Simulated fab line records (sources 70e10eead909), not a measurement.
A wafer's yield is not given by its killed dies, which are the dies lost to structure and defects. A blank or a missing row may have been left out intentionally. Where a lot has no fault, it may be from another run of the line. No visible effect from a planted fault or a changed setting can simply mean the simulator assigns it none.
fab line records	flow nandHarc
record lots=12	wafers=36	lastDay=24
route steps=1159 shown A_BONDPAD@1085 THIN_TSV@1124 END@1159
lots untouched by any fault: they come from a run of this same line in which no faults occurred
startH: hours from the record's first day to the start of the lot's first wafer shown	waitH: how many hours have passed since the lot's step before this one	" unchanged from the row above	L1.1+2: one row covering several wafers at once	- no value, or no start given	* or withheld: withheld	< > ~ a bound
route shown NAME@n: NAME is a module with steps in the file, n the number in the route of the first one	usual: the fault-free wafers' mean and standard deviation	same: alike in all rows	chamber/n: place in a boat	sites: readings site by site	_std_site: standard deviation across them	_edge_site: the outer-site mean with the inner-site mean subtracted	radiusMm: for every site, how far away it sits from the centre of the wafer	mask NAME#n: copy n	behind: the last tool/chamber to shape the wafer	hold: why the lot was held/for how many hours/how that ended	device: whichever transistor did not switch (one of n, p or np)	end of line: the route-end tests of the same wafers	for a step that has no rows: nothing shown but its recipe	killed: not the wafer's yield, but the dies lost to structure and defects at the first sort	map: a wafer's dies, x killed, . not, _ none there
set.NAME: the setting as run; set.NAME@STEP: as run at that earlier step	model.NAME: the simulator's own value behind a step, which no gauge read
the route's steps for a sample of lots (tables are steps, rows are wafers)
services: a tool's chamber out of use, with start hour (startH, from the record's first day; less than 0 if before it), hours out, and reason
## steps
# step NHARC_A_BONDPAD_PVD_27
# recipe targetThkA=300	chamberPressurePa=5	powerW=5000	substrateTempC=30	timeS=20.49	material=Cu
# usual throttleValvePct=29.8/0.88
lot.wafer	tool	chamber	startH	waitH	throttleValvePct
L816.1	pvdSputter-02	-	418.61	-	30.7
L816.3	"	-	"	"	29.3
L816.4	"	-	"	"	29.7
L817.3	pvdSputter-02	-	419.78	-	29.7
L817.4	"	-	"	"	30.4
L817.5	"	-	"	"	29.7
L819.2	pvdSputter-01	-	423.29	-	31.9
L819.1	"	-	"	"	29.6
L819.4	"	-	"	"	30.0
L820.3	pvdSputter-02	-	423.65	-	30.5
L820.1	"	-	"	"	30.2
L820.6	"	-	"	"	29.0
L823.2	pvdSputter-02	-	440.71	-	29.8
L823.4	"	-	"	"	30.2
L823.3	"	-	"	"	30.5
L826.3	pvdSputter-02	-	462.83	-	29.1
L826.4	"	-	"	"	30.2
L826.5	"	-	"	"	30.0
L831.4	pvdSputter-03	-	490.93	-	30.6
L831.5	"	-	"	"	30.3
L831.6	"	-	"	"	30.6
L833.1	pvdSputter-02	-	517.59	-	30.0
L833.2	"	-	"	"	30.3
L833.6	"	-	"	"	30.0
L835.1	pvdSputter-03	-	522.63	-	28.3
L835.3	"	-	"	"	30.6
L835.5	"	-	"	"	28.2
L839.2	pvdSputter-03	-	534.66	-	30.6
L839.1	"	-	"	"	28.9
L839.5	"	-	"	"	28.2
L837.1	pvdSputter-02	-	535.09	-	29.9
L837.4	"	-	"	"	30.5
L837.6	"	-	"	"	29.1
L838.4	pvdSputter-01	-	547.17	-	29.2
L838.3	"	-	"	"	30.9
L838.5	"	-	"	"	29.5
# step NHARC_THIN_TSV_DEP_47
# recipe targetThkA=2000	tempC=withheld	pressureTorr=6.5	rfW=900	teosFlowSccm=161.4	flowSccm=2650	targetThkNm=200	gas=O2	material=SiO2
# usual chamberPressureTorr=6.497/0.014	mfcPrecursorSccm=161.3/0.49	throttleValvePct=15.9/0.42
lot.wafer	tool	chamber	startH	waitH	chamberPressureTorr	mfcPrecursorSccm	sinceWetCleanH	throttleValvePct
L816.3	pecvd-04	1	435.98	-	6.508	161.7	47	16.5
L816.1	"	2	"	"	6.496	160.4	47	16.6
L816.4	"	1	"	"	6.504	160.7	-	16.7
L817.3	pecvd-01	2	438.30	-	6.514	160.0	7	15.9
L817.5	"	2	"	"	6.510	160.7	-	15.6
L817.4	"	0	"	"	6.514	161.0	-	15.7
L819.1	pecvd-01	1	439.36	-	6.510	161.4	8	15.9
L819.2	"	2	"	"	6.523	161.5	8	15.9
L819.4	"	2	"	"	6.507	161.7	-	15.9
L820.3	pecvd-01	2	441.05	-	6.514	161.7	9	15.8
L820.1	"	0	"	"	6.502	162.4	9	15.7
L820.6	"	0	"	"	6.508	162.0	-	15.5
L823.2	pecvd-02	2	460.29	-	6.525	161.9	113	16.4
L823.3	"	0	"	"	6.490	161.3	113	16.0
L826.3	pecvd-02	1	486.40	-	6.488	161.8	139	15.0
L826.5	"	0	"	"	6.492	161.8	-	16.0
L831.4	pecvd-02	2	506.58	-	6.503	161.1	-	16.5
L831.6	"	0	"	"	6.516	162.1	-	15.9
L831.5	"	1	"	"	6.509	160.7	-	15.4
L833.1	pecvd-01	2	535.65	-	6.494	161.5	104	16.4
L833.2	"	0	"	"	6.475	160.5	104	15.7
L833.6	"	2	"	"	6.484	161.6	-	16.3
L835.3	pecvd-04	2	539.27	-	6.490	161.3	150	16.6
L835.1	"	0	"	"	6.493	160.8	150	15.8
L835.5	"	0	"	"	6.475	161.0	-	15.7
L839.1	pecvd-02	0	550.56	-	6.525	161.7	22	16.1
L839.2	"	1	"	"	6.503	161.3	22	15.6
L839.5	"	2	"	"	6.509	160.5	-	15.9
L837.1	pecvd-01	0	551.90	-	6.486	161.5	120	15.7
L837.4	"	2	"	"	6.514	161.5	-	16.4
L837.6	"	1	"	"	6.510	161.0	-	15.7
L838.3	pecvd-02	1	564.16	-	6.503	161.8	36	15.7
L838.5	"	1	"	"	6.515	160.9	-	15.6
L838.4	"	2	"	"	6.484	161.6	-	15.9
# step NHARC_THIN_TSV_ETCH_36
# recipe targetDepthA=650	overEtchFrac=0.3	timeS=18.571	ionEnergyEv=150	chemistry=Cl2/BCl3
# usual drypumpMotorCurrentA=5.8/0.34	oesProductAu=1.000/0.0099
lot.wafer	tool	chamber	startH	waitH	drypumpMotorCurrentA	oesProductAu	rfHoursCounterH
L816.1	rieMetal-01	1	440.69	0.2	6.1	1.007	3.2
L816.4	"	0	"	"	5.2	1.000	-
L816.3	"	1	"	"	6.1	1.012	-
L817.3	rieMetal-03	0	442.89	0.1	6.1	0.994	-
L817.4	"	1	"	"	5.8	1.009	-
L817.5	"	1	"	"	5.8	1.016	-
L819.1	rieMetal-01	1	444.01	0.2	6.1	1.000	3.4
L819.2	"	0	"	"	5.2	1.003	3.4
L819.4	"	0	"	"	5.2	1.011	-
L820.1	rieMetal-02	1	445.72	0.2	5.8	0.986	1.7
L820.3	"	1	"	"	5.8	1.003	-
L820.6	"	1	"	"	5.8	0.993	-
L823.2	rieMetal-03	0	464.78	0.2	6.1	1.015	0.2
L823.3	"	1	"	"	5.8	0.992	-
L826.3	rieMetal-02	0	490.99	0.2	5.6	0.992	-
L826.5	"	1	"	"	5.8	0.990	-
L831.4	rieMetal-03	0	511.17	0.1	6.1	0.997	-
L831.6	"	0	"	"	6.1	0.998	-
L831.5	"	1	"	"	5.8	0.992	-
L833.2	rieMetal-01	0	540.21	0.2	5.2	1.008	0.7
L833.1	"	1	"	"	6.0	0.996	0.7
L833.6	"	1	"	"	6.1	0.990	-
L835.1	rieMetal-02	0	543.78	0.2	5.6	0.990	4.8
L835.3	"	1	"	"	5.8	1.000	-
L835.5	"	1	"	"	5.8	0.991	-
L839.2	rieMetal-01	0	555.11	0.2	5.2	1.019	1.0
L839.1	"	1	"	"	6.1	1.004	1.0
L839.5	"	0	"	"	5.2	1.012	-
L837.1	rieMetal-03	1	556.36	0.2	5.8	0.992	2.8
L837.4	"	1	"	"	5.8	0.996	-
L837.6	"	0	"	"	6.1	1.003	-
L838.3	rieMetal-03	1	568.83	0.2	5.8	0.992	-
L838.4	"	0	"	"	6.1	0.993	-
L838.5	"	1	"	"	5.8	0.995	-
# step NHARC_THIN_TSV_STRIP_56
# recipe powerW=1500	tempC=250	chemistry=O2
# usual drypumpMotorCurrentA=5.7/0.57	heaterPowerW=338/30	tempC=250.00/0.18
lot.wafer	tool	chamber	startH	waitH	drypumpMotorCurrentA	heaterPowerW	rfHoursCounterH	tempC
L816.1	plasmaAsher-01	0	440.78	0.1	5.5	306	51	250.22
L816.4	"	0	"	"	5.5	311	-	250.11
L816.3	"	1	"	"	5.4	370	-	249.86
L817.3	plasmaAsher-01	1	443.07	0.2	5.3	375	-	250.04
L817.4	"	0	"	"	5.5	302	-	250.02
L817.5	"	1	"	"	5.3	374	-	249.77
L819.1	plasmaAsher-01	1	444.11	0.1	5.3	366	52	249.72
L819.2	"	0	"	"	5.5	307	52	250.30
L819.4	"	0	"	"	5.6	309	-	250.37
L820.1	plasmaAsher-02	1	445.82	0.1	6.7	343	29	250.22
L820.3	"	0	"	"	5.3	346	-	250.35
L820.6	"	0	"	"	5.4	329	-	250.42
L823.2	plasmaAsher-02	1	464.93	0.1	6.7	335	41	250.01
L823.3	"	1	"	"	6.7	341	-	250.16
L826.3	plasmaAsher-02	1	491.24	0.2	6.7	341	-	250.00
L826.5	"	0	"	"	5.3	335	-	250.27
L831.4	plasmaAsher-01	1	511.35	0.2	5.3	385	-	249.79
L831.6	"	1	"	"	5.3	388	-	250.12
L831.5	"	0	"	"	5.5	291	-	250.09
L833.2	plasmaAsher-01	1	540.31	0.1	5.3	392	19	249.87
L833.1	"	0	"	"	5.5	294	19	249.86
L833.6	"	1	"	"	5.3	396	-	249.66
L835.1	plasmaAsher-01	1	544.43	0.6	5.3	388	22	250.25
L835.3	"	1	"	"	5.3	389	-	250.18
L835.5	"	1	"	"	5.3	379	-	250.18
L839.1	plasmaAsher-02	1	555.21	0.1	6.7	329	3	249.70
L839.2	"	0	"	"	5.3	324	3	249.97
L839.5	"	1	"	"	6.7	328	-	249.95
L837.1	plasmaAsher-01	0	556.47	0.1	5.5	295	30	249.95
L837.4	"	1	"	"	5.4	397	-	249.95
L837.6	"	0	"	"	5.5	293	-	249.92
L838.4	plasmaAsher-01	0	569.01	0.2	5.5	289	-	249.80
L838.3	"	1	"	"	5.4	389	-	249.61
L838.5	"	1	"	"	5.3	392	-	249.78
# step NHARC_END_SORT_01
# recipe tempC=25
# usual defectLimitedYield=95.4/1.7	killedAtArray=27/11	killedAtOther=0.6/0.89	killedAtPeriphery=3.0/2.4	killedDies=31/12	killedOpen=3.2/1.6	killedShort=2.0/1.5	sort_bin_2_pct=1.5/0.69	sort_bin_3_pct=0.23/0.22	sort_bin_4_pct=2.9/1.1	sortNPass=646/12	sortRimYieldPct=94/3.3	sortYieldPct=95.4/1.7
# same grossDies=677	sort_bin_5_pct[%]=0	sort_bin_6_pct[%]=0	sort_bin_7_pct[%]=0	sort_bin_8_pct[%]=0	sortRimNGross=106.00
lot.wafer	tool	chamber	startH	waitH	defectLimitedYield[%]	killedAtArray	killedAtOther	killedAtPeriphery	killedDies	killedOpen	killedShort	sort_bin_2_pct[%]	sort_bin_3_pct[%]	sort_bin_4_pct[%]	sortNPass	sortRimYieldPct[%]	sortYieldPct[%]
L823.2	prober-02	0	481.20	2.8	94.8	32	1	2	35	3	3	2.4	0	2.8	642	92	94.8
L823.3	prober-02	0	481.99	3.1	93.4	42	2	1	45	4	4	1.6	0	5.0	632	93	93.4
L823.4	prober-02	0	482.78	3.4	0	669	4	4	677	2	5	95.6	0.44	4.0	0	0	0
L826.3	prober-01	0	500.48	3.1	95.0	30	1	3	34	5	2	1.3	0.30	3.4	643	91	95.0
L826.4	prober-01	0	501.29	3.4	0	674	0	3	677	2	2	96.5	0.15	3.4	0	0	0
L826.5	prober-01	0	502.10	3.7	95.6	25	0	5	30	3	6	1.6	0.44	2.4	647	97	95.6
L835.1	prober-01	0	555.51	2.5	95.6	27	1	2	30	2	1	2.7	0.15	1.6	647	99	95.6
L835.3	prober-01	0	557.10	3.1	96.5	22	1	1	24	2	0	1.3	0	2.2	653	99	96.5
L835.5	prober-01	0	558.69	3.7	96.8	21	0	1	22	0	1	0.4	0.59	2.2	655	99	96.8
# killed by level:class
L823.2 A_CHANNEL_HOLE_D1:chamberFilmFlake=13 A_SLIT:chamberFilmFlake=7 A_STAIRCASE:chamberFilmFlake=6 A_CHANNEL_FILL_D1:geometricParticle:short=2 A_CONTACT:chamberFilmFlake=2 P_CONTACT:geometricParticle:open=1 P_M1:geometricParticle:short=1 A_M0:geometricParticle:open=1
L823.3 A_SLIT:chamberFilmFlake=13 A_CHANNEL_HOLE_D1:chamberFilmFlake=11 A_STAIRCASE:chamberFilmFlake=9 A_CHANNEL_HOLE_D1:geometricParticle:short=2 A_CONTACT:chamberFilmFlake=2 P_M0:geometricParticle:open=1 A_SOURCE_PLATE:geometricParticle:open=1 A_CHANNEL_FILL_D1:geometricParticle:short=1
L823.4 A_BONDPAD:areaPvd=633 A_SLIT:chamberFilmFlake=12 A_CHANNEL_HOLE_D1:chamberFilmFlake=8 A_STAIRCASE:chamberFilmFlake=6 THIN_TSV:chamberFilmFlake=4 A_CONTACT:chamberFilmFlake=3 A_M0:geometricParticle:short=2 A_WL_FILL:chamberFilmFlake=2
L826.3 A_CHANNEL_HOLE_D1:chamberFilmFlake=13 A_SGD_CUT:chamberFilmFlake=7 A_STAIRCASE:chamberFilmFlake=3 P_M0:geometricParticle:short=1 P_M2:geometricParticle:open=1 A_SOURCE_PLATE:geometricParticle:short=1 A_ONON_D1:geometricParticle:open=1 A_CHANNEL_FILL_D1:geometricParticle:open=1
L826.4 A_BONDPAD:areaPvd=643 A_CHANNEL_HOLE_D1:chamberFilmFlake=15 A_STAIRCASE:chamberFilmFlake=5 A_SGD_CUT:chamberFilmFlake=5 A_CONTACT:chamberFilmFlake=4 P_CONTACT:geometricParticle:open=1 P_M0:geometricParticle:open=1 A_CONTACT:geometricParticle:short=1
L826.5 A_CHANNEL_HOLE_D1:chamberFilmFlake=12 A_ONON_D1:geometricParticle:short=2 A_WL_FILL:geometricParticle:short=2 A_STAIRCASE:chamberFilmFlake=2 A_SGD_CUT:chamberFilmFlake=2 A_CONTACT:chamberFilmFlake=2 P_STI:geometricParticle:short=1 P_M0:geometricParticle:short=1
L835.1 A_CHANNEL_HOLE_D1:chamberFilmFlake=18 A_CONTACT:chamberFilmFlake=3 A_SGD_CUT:geometricParticle:open=2 A_CHANNEL_FILL_D1:chamberFilmFlake=2 A_ONON_D1:geometricParticle:short=1 P_STI:chamberFilmFlake=1 P_BONDPAD:chamberFilmFlake=1 A_STAIRCASE:chamberFilmFlake=1
L835.3 A_CHANNEL_HOLE_D1:chamberFilmFlake=15 A_STAIRCASE:chamberFilmFlake=2 A_CHANNEL_FILL_D1:chamberFilmFlake=2 A_ONON_D1:geometricParticle:open=1 A_CONTACT:geometricParticle:open=1 P_ZERO_WELL:chamberFilmFlake=1 A_CONTACT:chamberFilmFlake=1 THIN_TSV:chamberFilmFlake=1
L835.5 A_CHANNEL_HOLE_D1:chamberFilmFlake=18 A_STAIRCASE:chamberFilmFlake=2 A_ONON_D1:geometricParticle:short=1 P_BONDPAD:chamberFilmFlake=1
## services
tool	chamber	startH	hours	kind
pvdSputter-02	-	401.59	6.6	repair
pecvd-01	-	405.17	9.2	repair
pecvd-01	1	417.37	3.4	repair
pecvd-01	-	418.64	13.0	pm
pecvd-01	0	418.64	13.0	ventCycle
pecvd-01	2	418.64	13.0	ventCycle
pecvd-01	0	431.64	-	clean
pecvd-01	1	431.64	-	clean
plasmaAsher-01	-	447.83	5.3	repair
rieMetal-03	-	453.00	9.0	pm
plasmaAsher-01	-	454.03	9.0	pm
plasmaAsher-01	0	454.03	10.0	ventCycle
plasmaAsher-01	1	454.03	10.0	ventCycle
pvdSputter-03	-	458.07	10.0	pm
plasmaAsher-01	-	477.53	21.4	repair
plasmaAsher-02	-	478.56	0.7	repair
pvdSputter-02	-	496.49	5.5	repair
rieMetal-01	-	509.00	9.0	pm
pecvd-02	-	515.17	13.0	pm
pvdSputter-01	-	523.33	10.0	pm
pecvd-01	-	530.46	0.6	repair
plasmaAsher-02	-	538.22	9.0	pm
pecvd-04	-	557.14	13.0	pm
rieMetal-02	-	565.00	9.0	pm
## key
firstSign step=NHARC_END_SORT_01	reading=sort_bin_2_pct	direction=up	sigmas=99+	usual=1.5	struck=96.0
effect step=NHARC_END_SORT_01	reading=killedAtArray	direction=up	sigmas=59	usual=27	struck=672
moreKillsBornAt NHARC_A_BONDPAD_PVD_27@pvdSputter-02=1276
metAt NHARC_A_BONDPAD_PVD_27
struckLots L823,L826
struckWafers L823.4,L826.4
laterRowsLeftOut L823.4,L826.4
notActingAt NHARC_THIN_TSV_DEP_47,NHARC_THIN_TSV_ETCH_36,NHARC_THIN_TSV_STRIP_56
onsetBetween 423.65 440.71
fault kind=processParameterDrift	tool=pvdSputter-02	chamber=-	onsetH=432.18	steps=NHARC_A_BONDPAD_PVD_27	channel=targetThkA	offset=*	shape=step	endH=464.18	actsIn=*	stated=*	scope=struckWafersOnly
# laterRowsLeftOut: the simulator's readings of these wafers behind a module that went badly wrong aren't trusted and aren't shown, but for the sort
